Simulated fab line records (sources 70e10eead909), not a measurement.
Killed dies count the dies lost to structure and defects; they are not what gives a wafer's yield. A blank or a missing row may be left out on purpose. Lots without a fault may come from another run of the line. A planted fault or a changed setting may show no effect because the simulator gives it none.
Chamber matching    flow nandHarc    4 sister chambers for NHARC_A_CONTACT_CMP_20 on cmp-03
The step polishes, t overpolish 30 s, target thk 300 nm. 14 wafers are shown with their chamber, then 7 later ones without.

## EACH WAFER AND ITS CHAMBER
wafer   chamber  motorCurrentA (A)  edgeZonePressureFrac  retainingRingPressureFrac
L076.2  0        13.6               0.995                 1.006
L076.4  3        11.2               1.001                 0.991
L076.5  2        11.2               1.000                 1.002
L080.3  0        13.5               0.990                 1.002
L080.4  3        11.4               1.005                 0.995
L080.5  1        11.6               1.008                 1.002
L084.1  3        11.4               1.000                 0.994
L084.3  2        10.9               0.995                 1.003
L084.6  1        11.8               0.999                 0.998
L087.2  0        13.8               0.996                 1.001
L087.5  0        13.5               0.995                 0.993
L087.6  1        12.2               1.007                 0.998
L088.1  1        11.5               1.001                 1.006
L088.4  2        11.4               0.997                 1.000

SIGNATURES (averages over the wafers above)
reading                    chamber 0  chamber 1  chamber 2  chamber 3  scatter within a chamber
motorCurrentA              13.600     11.775     11.167     11.333     0.224
edgeZonePressureFrac       0.99400    1.00375    0.99733    1.00200    0.00328
retainingRingPressureFrac  1.00050    1.00100    1.00167    0.99333    0.00383
Rule: a wafer lies at a distance from a chamber equal to the root of the sum of squares, over the readings, of (its reading less the chamber's mean, divided by the reading's scatter). If the next closest chamber is less than 2 further off than the closest, the wafer can't be placed; otherwise it belongs to the closest. The scatter is the square root of a quotient: the sum, over the shown wafers, of each reading's squared deviation from its chamber's mean, divided by wafers minus chambers.

## WAFERS WITHOUT THEIR CHAMBER
wafer   motorCurrentA (A)  edgeZonePressureFrac  retainingRingPressureFrac
L088.5  11.2               1.001                 0.996
L091.1  11.8               1.002                 1.001
L091.2  11.1               0.998                 1.008
L091.5  11.2               0.997                 0.998
L095.1  14.2               0.999                 0.996
L095.4  10.5               1.001                 1.005
L095.5  11.2               0.994                 1.007

## THE CHAMBER EACH PASSED THROUGH
wafer    from the rows above       in truth
L088.5   can't be placed: 3 or 2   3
L091.1   1                         1
L091.2   2                         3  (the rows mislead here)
L091.5   can't be placed: 2 or 3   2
L095.1   0                         0
L095.4   can't be placed: 2 or 3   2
L095.5   2                         2
3 of 7 placed correctly. Unplaceable from these rows: 3, with the true chamber sitting among the candidates in 3. 1 placed wrongly.
